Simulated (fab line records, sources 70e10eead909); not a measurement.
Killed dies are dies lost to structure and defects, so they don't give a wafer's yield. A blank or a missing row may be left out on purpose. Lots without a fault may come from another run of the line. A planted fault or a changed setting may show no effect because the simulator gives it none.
Which tool did it? | flow nand_harc | 6 lots, 14 wafers sampled, at 6 steps of a route of 1159

WHAT THE GAUGES READ, wafer by wafer
NHARC_END_SORT_01.
lot  | measured     | on        | killed_at_array
L484 | day 21 22:02 | prober-02 | 147
L489 | day 24 01:54 | prober-01 | 117

WHICH TOOL RAN EACH LOT (tool, then ch and the chambers of the sampled wafers, then the start)
lot  | NHARC_A_CONTACT_ETCH_114             | NHARC_A_CONTACT_DESCUM_74          | NHARC_A_CONTACT_ETCH_75            | NHARC_A_CONTACT_ETCH_126             | NHARC_A_CONTACT_ETCH_127
L477 | har_cap_etch-03 ch 0,1, day 16 14:19 | rie_diel-05 ch 0,1, day 16 19:53   | rie_diel-05 ch 2,3, day 16 19:58   | har_cap_etch-03 ch 0,1, day 16 21:21 | har_cap_etch-03 ch 0,1, day 16 21:29
L482 | har_cap_etch-03 ch 0,1, day 17 02:21 | rie_diel-11 ch 0,1,3, day 17 07:41 | rie_diel-11 ch 0,3, day 17 07:47   | har_cap_etch-02 ch 0,1, day 17 09:21 | har_cap_etch-02 ch 0,1, day 17 09:29
L484 | har_cap_etch-03 ch 0, day 18 04:21   | rie_diel-11 ch 0, day 18 15:08     | rie_diel-11 ch 2, day 18 15:13     | har_cap_etch-03 ch 1, day 18 17:37   | har_cap_etch-03 ch 1, day 18 17:49
L489 | har_cap_etch-03 ch 0, day 19 15:49   | rie_diel-05 ch 3, day 20 03:41     | rie_diel-05 ch 0, day 20 03:46     | har_cap_etch-01 ch 0, day 20 05:20   | har_cap_etch-01 ch 0, day 20 05:29
L496 | har_cap_etch-02 ch 0,1, day 20 17:39 | rie_diel-06 ch 0,1, day 21 04:17   | rie_diel-06 ch 2,3, day 21 04:22   | har_cap_etch-03 ch 0,1, day 21 05:44 | har_cap_etch-03 ch 0,1, day 21 05:53
L500 | har_cap_etch-02 ch 0,1, day 22 06:02 | rie_diel-06 ch 1,2, day 22 11:26   | rie_diel-06 ch 0,2,3, day 22 11:31 | har_cap_etch-03 ch 0,1, day 22 12:53 | har_cap_etch-03 ch 0,1, day 22 13:02
- NHARC_A_CONTACT_ETCH_114: etches the open film in C4F8/O2/Ar, time 94 s, target depth 922 nm.
- NHARC_A_CONTACT_DESCUM_74: chemistry O2, time 3 s.
- NHARC_A_CONTACT_ETCH_75: etches the open film in CF4, target depth 39 nm, time 65 s.
- NHARC_A_CONTACT_ETCH_126: etches the open film in C4F8/O2/Ar, time 155 s, target depth 956 nm.
- NHARC_A_CONTACT_ETCH_127: etches the open film in C4F8/O2/Ar, time 155 s, target depth 956 nm.

THE ANSWER, worked out from the rows above alone
Rule: what is usual is taken from the lots themselves. Put in order of their means at a reading, lots are off if they are a third of the lots or fewer, leave a main group of 4 or more, and stand apart from it by a gap of 3 or more times the standard deviation of the main group's means; of several such gaps the widest counts. A main group whose means are all the same, to the digits that the tables above print for the reading, isn't used. A lot without any number at a reading at which 4 lots or more have one is off too. The other lots that the step has rows for count as sound.
No lot is off at any reading shown: from this, nothing can be told.

WHAT THE SIMULATOR HAD PUT IN
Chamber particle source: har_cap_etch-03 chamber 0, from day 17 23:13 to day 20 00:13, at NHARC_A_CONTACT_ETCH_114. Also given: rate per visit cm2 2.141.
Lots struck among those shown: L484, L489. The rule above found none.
